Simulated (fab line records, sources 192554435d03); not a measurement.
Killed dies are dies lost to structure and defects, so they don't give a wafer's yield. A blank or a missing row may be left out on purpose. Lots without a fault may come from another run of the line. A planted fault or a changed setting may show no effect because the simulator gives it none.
Which tool did it? | flow n5_finfet | 9 lots, 27 wafers sampled, at 8 steps of a route of 1938

WHAT THE GAUGES READ, wafer by wafer
N5_SD_EPI_N_OVL_MEAS_10.
lot  | measured    | on         | SD_N_BLK_OVL (nm)
L330 | day 4 00:23 | overlay-02 | 0.0 0.1 -1.3
L337 | day 5 20:15 | overlay-01 | 0.0 -0.3 0.5
L339 | day 6 11:12 | overlay-02 | 0.0 -0.3 0.1
L340 | day 6 14:44 | overlay-02 | -0.6 -0.2 -1.4
L344 | day 7 13:25 | overlay-01 | 0.0 0.1 0.6
L345 | day 7 18:31 | overlay-01 | -0.2 1.1 -0.2
L346 | day 7 23:50 | overlay-01 | -0.2 0.3 -0.7
L347 | day 8 07:31 | overlay-01 | 0.7 0.2 0.0
L349 | day 8 18:24 | overlay-02 | 0.9 0.0 0.3

N5_SD_EPI_N_INSPECT_26: inspects for defects (darkfield).
lot  | measured    | on                | raw_defect_count
L330 | day 4 04:43 | defect_inspect-01 | 126 202 156
L337 | day 6 00:59 | defect_inspect-02 | 950 239 910
L339 | day 6 15:31 | defect_inspect-02 | 198 1002 185
L340 | day 6 18:44 | defect_inspect-01 | 197 205 216
L344 | day 7 18:49 | defect_inspect-02 | 190 230 229
L345 | day 7 22:40 | defect_inspect-02 | 224 175 204
L346 | day 8 03:51 | defect_inspect-02 | 225 242 304
L347 | day 8 12:17 | defect_inspect-02 | 183 256 217
L349 | day 8 23:37 | defect_inspect-02 | 176 225 249

N5_SD_EPI_P_INSPECT_11: inspects for defects (macro).
lot  | measured    | on                | raw_defect_count
L330 | day 4 05:10 | defect_inspect-02 | 2 0 2
L337 | day 6 01:26 | defect_inspect-02 | >300 0 >300
L339 | day 6 15:58 | defect_inspect-01 | 1 >300 2
L340 | day 6 19:05 | defect_inspect-02 | 4 1 3
L344 | day 7 19:16 | defect_inspect-01 | 1 0 3
L345 | day 7 23:07 | defect_inspect-01 | 1 1 2
L346 | day 8 04:18 | defect_inspect-01 | 2 2 2
L347 | day 8 12:44 | defect_inspect-01 | 2 2 1
L349 | day 9 00:04 | defect_inspect-02 | 0 2 1

N5_SD_EPI_P_INSPECT_26: inspects for defects (darkfield).
lot  | measured    | on                | raw_defect_count
L330 | day 4 09:07 | defect_inspect-02 | 135 185 142
L337 | day 6 05:13 | defect_inspect-02 | 935 175 847
L339 | day 6 19:51 | defect_inspect-01 | 183 949 165
L340 | day 6 22:50 | defect_inspect-01 | 136 169 158
L344 | day 7 23:29 | defect_inspect-02 | 152 192 207
L345 | day 8 02:53 | defect_inspect-01 | 179 145 157
L346 | day 8 08:04 | defect_inspect-02 | 189 203 249
L347 | day 8 16:38 | defect_inspect-01 | 190 212 198
L349 | day 9 03:49 | defect_inspect-02 | 143 204 179

N5_SD_ACTIVATION_INSPECT_02: inspects for defects (darkfield).
lot  | measured    | on                | raw_defect_count
L330 | day 4 09:52 | defect_inspect-02 | 135 201 152
L337 | day 6 05:59 | defect_inspect-02 | 945 179 860
L339 | day 6 20:36 | defect_inspect-02 | 196 943 163
L340 | day 6 23:37 | defect_inspect-01 | 119 175 156
L344 | day 8 00:15 | defect_inspect-02 | 158 189 203
L345 | day 8 03:38 | defect_inspect-01 | 165 139 159
L346 | day 8 08:55 | defect_inspect-01 | 170 211 231
L347 | day 8 17:34 | defect_inspect-01 | 197 220 201
L349 | day 9 04:34 | defect_inspect-01 | 152 197 193

WHICH TOOL RAN EACH LOT (tool, then ch and the chambers of the sampled wafers, then the start)
lot  | N5_SPACER0_ALD_07                | N5_SD_EPI_N_ETCHBACK_44           | N5_SD_EPI_N_ETCH_45
L330 | ald_sin-01 ch 0,1,2, day 3 23:23 | rie_diel-02 ch 1,2,3, day 4 01:00 | rie_diel-02 ch 1,2,3, day 4 01:06
L337 | ald_sin-03 ch 0,2,3, day 5 19:15 | rie_diel-02 ch 1,2, day 5 20:43   | rie_diel-02 ch 1,2, day 5 20:49
L339 | ald_sin-04 ch 0,1,2, day 6 10:13 | rie_diel-02 ch 0,1,2, day 6 11:41 | rie_diel-02 ch 0,1,2, day 6 11:47
L340 | ald_sin-03 ch 1,2,3, day 6 13:52 | rie_diel-03 ch 1,3, day 6 15:13   | rie_diel-03 ch 1,3, day 6 15:19
L344 | ald_sin-03 ch 1,2,3, day 7 12:25 | rie_diel-03 ch 1,2, day 7 14:11   | rie_diel-03 ch 1,2, day 7 14:17
L345 | ald_sin-01 ch 0,3, day 7 17:31   | rie_diel-06 ch 1,2, day 7 18:59   | rie_diel-06 ch 1,2, day 7 19:05
L346 | ald_sin-04 ch 0,1, day 7 22:57   | rie_diel-06 ch 1,2,3, day 8 00:18 | rie_diel-06 ch 1,2,3, day 8 00:24
L347 | ald_sin-01 ch 0,1,3, day 8 06:31 | rie_diel-03 ch 0,2,3, day 8 08:25 | rie_diel-03 ch 0,2,3, day 8 08:31
L349 | ald_sin-01 ch 0,1,2, day 8 17:32 | rie_diel-02 ch 1,2,3, day 8 20:04 | rie_diel-02 ch 1,2,3, day 8 20:10
- N5_SPACER0_ALD_07: deposits SiNx, target thk 2 nm.
- N5_SD_EPI_N_ETCHBACK_44: etches SiNx in CH3F/O2, stops on SiO2, target depth 14.5 nm.
- N5_SD_EPI_N_ETCH_45: etches SiOCN in CH3F/O2, target depth 6 nm.

WHAT THE TOOLS THEMSELVES READ (means of the sampled wafers that have a number; where no wafer has one, the mark that the record gives instead)
N5_SPACER0_ALD_07.
lot  | tool       | heater_power_w (W)
L330 | ald_sin-01 | 784
L337 | ald_sin-03 | 852
L339 | ald_sin-04 | 838
L340 | ald_sin-03 | 830
L344 | ald_sin-03 | 820
L345 | ald_sin-01 | 728
L346 | ald_sin-04 | 821
L347 | ald_sin-01 | 764
L349 | ald_sin-01 | 780

N5_SD_EPI_N_ETCHBACK_44.
lot  | tool        | drypump_motor_current_A (A) | oes_ar_750_au (a.u.) | oes_product_au (a.u.) | rf_vpp_V (V) | showerhead_plenum_p_Torr (Torr) | throttle_valve_pct (%)
L330 | rie_diel-02 | 5.55                        | 0.74                 | 0.64                  | 301          | 1.97                            | 16.60
L337 | rie_diel-02 | 5.38                        | 0.77                 | 0.65                  | 303          | 1.95                            | 16.68
L339 | rie_diel-02 | 5.53                        | 0.75                 | 0.64                  | 292          | 1.93                            | 16.59
L340 | rie_diel-03 | 5.69                        | 0.76                 | 0.66                  | 295          | 1.96                            | 16.18
L344 | rie_diel-03 | 5.54                        | 0.85                 | 0.74                  | 307          | 2.00                            | 16.15
L345 | rie_diel-06 | 5.44                        | 0.89                 | 0.75                  | 294          | 2.04                            | 16.22
L346 | rie_diel-06 | 5.62                        | 0.83                 | 0.70                  | 291          | 1.99                            | 16.35
L347 | rie_diel-03 | 5.57                        | 0.76                 | 0.66                  | 301          | 2.03                            | 16.23
L349 | rie_diel-02 | 5.54                        | 0.79                 | 0.68                  | 301          | 1.95                            | 16.52

N5_SD_EPI_N_ETCH_45.
lot  | tool        | drypump_motor_current_A (A) | oes_product_au (a.u.) | rf_vpp_V (V) | showerhead_plenum_p_Torr (Torr) | throttle_valve_pct (%)
L330 | rie_diel-02 | 5.54                        | 0.74                  | 126.6        | 1.96                            | 23.66
L337 | rie_diel-02 | 5.38                        | 0.76                  | 127.2        | 1.95                            | 23.82
L339 | rie_diel-02 | 5.53                        | 0.73                  | 126.7        | 1.93                            | 23.64
L340 | rie_diel-03 | 5.65                        | 0.76                  | 127.5        | 1.96                            | 23.05
L344 | rie_diel-03 | 5.56                        | 0.87                  | 127.9        | 1.99                            | 23.16
L345 | rie_diel-06 | 5.45                        | 0.89                  | 127.0        | 2.03                            | 23.30
L346 | rie_diel-06 | 5.62                        | 0.82                  | 127.0        | 1.98                            | 23.39
L347 | rie_diel-03 | 5.57                        | 0.77                  | 127.4        | 2.02                            | 23.17
L349 | rie_diel-02 | 5.55                        | 0.79                  | 126.7        | 1.95                            | 23.60

THE ANSWER, worked out from the rows above alone
Rule: what is usual is taken from the lots themselves. Put in order of their means at a reading, lots are off if they are a third of the lots or fewer, leave a main group of 4 or more, and stand apart from it by a gap of 3 or more times the standard deviation of the main group's means; of several such gaps the widest counts. A main group whose means are all the same, to the digits that the tables above print for the reading, isn't used. A lot without any number at a reading at which 4 lots or more have one is off too. The other lots that the step has rows for count as sound. The gauges are gone through in route order, then the tools' own readings, and for those a lot's mean is taken as printed above. The first step at which some lot is off is used, and at that step the reading that is off furthest; a lot without a number counts as furthest.
Off: L337, L339, at N5_SD_EPI_N_INSPECT_26 (raw_defect_count). The main group: mean 211, standard deviation 26.
A tool fits if, at a process step before that reading, it ran every lot that is off, and no sound lot after the first of them. The gauges at N5_SD_EPI_N_INSPECT_26 are tried like those tools. None of those tried fits.

WHAT THE SIMULATOR HAD PUT IN
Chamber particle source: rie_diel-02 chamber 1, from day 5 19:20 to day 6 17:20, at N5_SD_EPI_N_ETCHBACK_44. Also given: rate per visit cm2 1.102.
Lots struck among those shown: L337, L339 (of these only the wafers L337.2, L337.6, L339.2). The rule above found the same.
